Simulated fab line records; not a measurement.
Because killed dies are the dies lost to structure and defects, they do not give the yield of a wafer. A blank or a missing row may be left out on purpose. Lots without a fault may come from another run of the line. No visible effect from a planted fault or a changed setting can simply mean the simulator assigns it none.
Struck lot and sound lot, side by side -- flow nand harc -- 20 out of 1302 route steps
Sound: these wafers, L265.1, L265.2, L265.5. Struck: wafers L275.1, L275.2, L275.4. The cause is given at the end.
Each step with rows lists, per side, the tool, then ch with its chambers, then its first start. Under that, the readings that differ: sound wafers -- struck wafers -- difference of the means -- sigmas: that difference in standard deviations of wafers without a fault.
alike: readings with means less than 2 such deviations apart, plus words and numbers identical on both sides. not compared: withheld readings, readings lacking a value on some wafer, bounds such as >300 that could conceal the same value, and numbers that have no deviation in the record and whose values overlap.
The two part at a step that has a row with sigmas, a row that says differs or no value, or rows on one side only. Non-overlapping numbers with no deviation appear without sigmas and do not part them. A reading that every wafer of one side lacks parts them only if that side has two wafers or more.

NHARC_A_ZERO_WELL_DESCUM_12: chemistry O2, time 3 s.
  sound on rie diel-09 ch 0,3, day 8 20:29; struck on rie diel-09 ch 0,1,3, day 12 17:06
  alike: drypump motor current A, oes product au, rf vpp V, showerhead plenum p Torr, throttle valve pct
  not compared: rf hours counter h
NHARC_A_ZERO_WELL_ETCH_19: etches the open film in N2/H2, target depth 80 nm, overetch 24 nm, time 87.88 s.
  sound on rie diel-09 ch 1,2,3, day 8 20:35; struck on rie diel-09 ch 0,1,2, day 12 17:11
  alike: drypump motor current A, oes product au, rf fwd power W, rf vpp V, showerhead plenum p Torr, throttle valve pct
  not compared: rf hours counter h
NHARC_A_ZERO_WELL_ETCH_13: etches the open film in HBr/Cl2, target depth 120 nm, time 40.1 s.
  sound on rie si-05 ch 0,3, day 8 20:43; struck on rie si-05 ch 0,1,2, day 12 17:19
  alike: drypump motor current A, oes product au, rf fwd power W, throttle valve pct
  not compared: rf hours counter h
then, 4 steps without rows for these wafers: NHARC_A_ZERO_WELL_STRIP_14 (strips in SPM, time 900 s); NHARC_A_ZERO_WELL_IMPLANT_15; NHARC_A_ZERO_WELL_PRECLEAN_22 (cleans in SC1, time 60 s); NHARC_A_ZERO_WELL_SRD_23.
NHARC_A_ZERO_WELL_RTA_16: time 10 s.
  sound on rtp anneal-01 ch 0, day 8 21:37; struck on rtp anneal-02 ch 0, day 12 18:12
reading,sound,struck,difference,sigmas
lamp power pct (%),26.2 26.2 26.1,27.1 27.1 27.1,+0.9,+2
  alike: wafer_temp_C_max
NHARC_A_ZERO_WELL_INSPECT_17:
  sound on defect inspect-02, day 8 21:49; struck on defect inspect-01, day 12 18:24
  alike: raw defect count
then, 2 steps without rows for these wafers: NHARC_A_SOURCE_PLATE_PRECLEAN_00 (cleans in HF-LAST, time 60 s); NHARC_A_SOURCE_PLATE_SRD_01.
NHARC_A_SOURCE_PLATE_OXIDE_02: material SiO2, target thk 10 nm, ox time 1362 s.
  sound on furnace-08 ch 0, day 9 00:14; struck on furnace-07 ch 0, day 12 21:10
  alike: spike tc top C
NHARC_A_SOURCE_PLATE_THK_MEAS_09: measures by ellipsometry.
  sound on film metro-02, day 9 04:17; struck on film metro-01, day 13 01:11
  alike: thk nm
then, 3 steps without rows for these wafers: NHARC_A_SOURCE_PLATE_PVD_04 (deposits WSi2, target thk 50 nm); NHARC_A_SOURCE_PLATE_CVD_03 (deposits poly-Si, target thk 200 nm, time 4000 s); NHARC_A_SOURCE_PLATE_ANNEAL_05 (time 1800 s).
NHARC_A_SOURCE_PLATE_THK_MEAS_06: measures by ellipsometry.
  sound on film metro-02, day 9 17:13; struck on film metro-02, day 13 13:42
  alike: thk nm
NHARC_A_SOURCE_PLATE_INSPECT_08:
  sound on defect inspect-01, day 9 17:19; struck on defect inspect-01, day 13 13:46
reading,sound,struck,difference,sigmas
raw defect count,44 71 61,864 818 812,+773,+32
then, 1 step without rows for these wafers: NHARC_A_ONON_D1_DEP_00 (target thk 1000 nm).
-- the record jumps here: 16 days lie between the struck wafers' starts before and after (it left off in module A_ONON_D1 and takes up again in module END, whose first step shown is number 1302 of the route) --
NHARC_END_SORT_01:
  at this point the record logs the struck wafers (prober-01 ch 0, day 29 23:09) and has no rows for the sound ones

## WHERE THEY PART
At NHARC_A_ZERO_WELL_RTA_16 first; at NHARC_END_SORT_01 last (within this record only).

WHY: whatever the simulator had introduced
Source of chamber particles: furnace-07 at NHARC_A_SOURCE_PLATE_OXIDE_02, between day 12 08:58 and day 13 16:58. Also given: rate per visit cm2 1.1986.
